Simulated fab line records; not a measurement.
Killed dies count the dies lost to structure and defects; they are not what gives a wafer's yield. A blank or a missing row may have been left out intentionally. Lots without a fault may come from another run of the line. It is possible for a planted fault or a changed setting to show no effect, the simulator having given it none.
Matching of chambers :: flow nand-harc :: NHARC_A_CHANNEL_FILL_D1_ALD_14 on ald-hk-04: 4 sister chambers
The step deposits SiO2, target thk 2.5 nm, pulse time 10 s, ald cycles 25. 8 wafers are shown with their chamber, then 8 later ones without.

== EACH WAFER AND ITS CHAMBER ==
wafer: L798.1
chamber: 1
heater-power-w (W): 394
precursor-pulse-height-rel: 0.974

wafer: L798.2
chamber: 2
heater-power-w (W): 424
precursor-pulse-height-rel: 1.005

wafer: L799.4
chamber: 2
heater-power-w (W): 421
precursor-pulse-height-rel: 0.990

wafer: L799.6
chamber: 1
heater-power-w (W): 403
precursor-pulse-height-rel: 0.960

wafer: L803.1
chamber: 3
heater-power-w (W): 455
precursor-pulse-height-rel: 0.990

wafer: L803.3
chamber: 0
heater-power-w (W): 511
precursor-pulse-height-rel: 0.990

wafer: L803.5
chamber: 3
heater-power-w (W): 465
precursor-pulse-height-rel: 1.007

wafer: L805.3
chamber: 0
heater-power-w (W): 513
precursor-pulse-height-rel: 0.963

== WAFERS WITH NO CHAMBER GIVEN ==
wafer: L805.4
heater-power-w (W): 459
precursor-pulse-height-rel: 1.020

wafer: L805.5
heater-power-w (W): 415
precursor-pulse-height-rel: 0.969

wafer: L807.1
heater-power-w (W): 414
precursor-pulse-height-rel: 1.048

wafer: L807.4
heater-power-w (W): 445
precursor-pulse-height-rel: 1.013

wafer: L807.5
heater-power-w (W): 463
precursor-pulse-height-rel: 1.019

wafer: L808.1
heater-power-w (W): 411
precursor-pulse-height-rel: 1.003

wafer: L808.2
heater-power-w (W): 506
precursor-pulse-height-rel: 0.993

wafer: L808.3
heater-power-w (W): 434
precursor-pulse-height-rel: 0.990

== EACH ONE'S CHAMBER ==
wafer: L805.4
from the rows above: 3
in truth: 3

wafer: L805.5
from the rows above: can't be placed: 2 or 1
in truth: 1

wafer: L807.1
from the rows above: 2
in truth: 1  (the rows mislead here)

wafer: L807.4
from the rows above: can't be placed: 3 or 2
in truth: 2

wafer: L807.5
from the rows above: 3
in truth: 3

wafer: L808.1
from the rows above: can't be placed: 2 or 1
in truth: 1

wafer: L808.2
from the rows above: 0
in truth: 0

wafer: L808.3
from the rows above: 2
in truth: 2
4 of 8 placed correctly. These rows do not allow placing 3 (true chamber among the candidates in 3). Wrongly placed: 1.
How it was worked out, from the rows above alone: a wafer's distance from a chamber is the root of the sum, over the readings, of the square of ((its reading less the chamber's mean) divided by the reading's scatter). If the next closest chamber is less than 2 further off than the closest, the wafer can't be placed; otherwise it belongs to the closest. The mean given for a chamber averages the wafers shown for that chamber. The scatter is the square root of a quotient: the sum, over the shown wafers, of each reading's squared deviation from its chamber's mean, divided by wafers minus chambers.
